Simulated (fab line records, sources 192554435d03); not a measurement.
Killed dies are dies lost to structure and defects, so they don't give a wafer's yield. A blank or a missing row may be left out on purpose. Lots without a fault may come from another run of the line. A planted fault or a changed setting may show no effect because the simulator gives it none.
Split-lot experiment | flow n5_finfet | 7 lots, 21 wafers read, on a route of 1938 steps

THE SPLIT
At N5_BEOL_M15_ETCH_61 (etches BARC in N2/H2, target depth 89 nm, overetch 26.7 nm, time 67.9 s), the setting time_s was moved away from the recipe's 67.9 s on 7 of the 21 wafers read, by -20.7% to +16.5%. The other wafers ran this setting at the recipe's value.

The reading is taken at the split's own step.

THE READING
coat_of_BEOL_M15_COAT_22.thk_nm (the simulator's own value, which no gauge read), in nm, at N5_BEOL_M15_ETCH_61 (etches BARC in N2/H2, target depth 89 nm, overetch 26.7 nm, time 67.9 s). The file gives no usual value for it. The 14 wafers here that ran the recipe average 717.3 nm, standard deviation 2.2 nm.

wafer  | tool, chamber at the split | time_s as run, s | against the recipe | coat_of_BEOL_M15_COAT_22.thk_nm, nm | against lot-mates on the recipe
L081.1 | rie_diel-04, 2             | 67.9             | recipe             | 717                                 | -
L081.2 | rie_diel-04, 0             | 67.9             | recipe             | 715.6                               | -
L081.3 | rie_diel-04, 3             | 67.9             | recipe             | 714.4                               | -
L083.2 | rie_diel-05, 2             | 67.9             | recipe             | 717.4                               | -
L083.3 | rie_diel-05, 3             | 67.9             | recipe             | 718.6                               | -
L083.6 | rie_diel-05, 1             | 67.9             | recipe             | 716.8                               | -
L082.2 | rie_diel-04, 2             | 67.9             | recipe             | 715.8                               | -
L082.4 | rie_diel-04, 2             | 67.9             | recipe             | 717.4                               | -
L082.6 | rie_diel-04, 3             | 67.9             | recipe             | 719                                 | -
L085.1 | rie_diel-04, 3             | 74.68            | +10.0%             | 713.2                               | -6.0
L085.2 | rie_diel-04, 2             | 74.68            | +10.0%             | 718.4                               | -0.8
L085.5 | rie_diel-04, 3             | 67.9             | recipe             | 719.2                               | -
L087.3 | rie_diel-04, 0             | 79.07            | +16.5%             | 706.4                               | -9.8
L087.4 | rie_diel-04, 3             | 79.07            | +16.5%             | 707.4                               | -8.8
L087.5 | rie_diel-04, 1             | 67.9             | recipe             | 716.2                               | -
L091.1 | rie_diel-03, 3             | 67.9             | recipe             | 713.2                               | -
L091.2 | rie_diel-03, 0             | 53.87            | -20.7%             | 728.4                               | +15.2
L091.6 | rie_diel-03, 1             | 53.87            | -20.7%             | 728.6                               | +15.4
L093.3 | rie_diel-04, 2             | 67.9             | recipe             | 722.4                               | -
L093.4 | rie_diel-04, 3             | 67.9             | recipe             | 719.2                               | -
L093.5 | rie_diel-04, 1             | 72.46            | +6.7%              | 717.4                               | -3.4

THE FIT
A straight line over all 21 wafers: coat_of_BEOL_M15_COAT_22.thk_nm changes by -0.513 nm for each +1% of time_s; r = -0.88; the points scatter about the line by 2.6 nm.
The same after taking each lot's own level away (the mean of its wafers on the recipe; 21 wafers): -0.635 nm for each +1%; r = -0.96; scatter 1.6 nm.
On that fit, the largest move of time_s shifts the reading by 13 nm.
The lots' own levels span 713.20 to 720.80 nm, that is 3.4 times the standard deviation above.
So the lot-to-lot level changes the slope: the two fits differ.
Check: with one of the wafers moved furthest among these (-20.7%) left out of the fit, the line predicts +13 nm for it against its lot-mates. It came out at +15.2 nm against them.

OTHER SPLITS ON THESE WAFERS
These wafers also went through other splits before the reading. Each is held against what the fit with the lots' levels taken away leaves over:
other split on the same wafers | wafers away from the commonest value | r with coat_of_BEOL_M15_COAT_22.thk_nm (lot level and that fit taken away)
N5_BEOL_M13_EXPOSE_25 dose_mj  | 7                                    | -0.22
N5_BEOL_M14_PEB_26 peb_temp_c  | 6                                    | -0.12
N5_BEOL_M14_DESCUM_33 time_s   | 8                                    | +0.67
N5_BEOL_M15_PEB_26 peb_temp_c  | 9                                    | -0.17

THE FILE'S OWN FIT
coat_of_BEOL_M15_COAT_22.thk_nm changes by -0.624 nm for each +1% of time_s, r = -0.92.
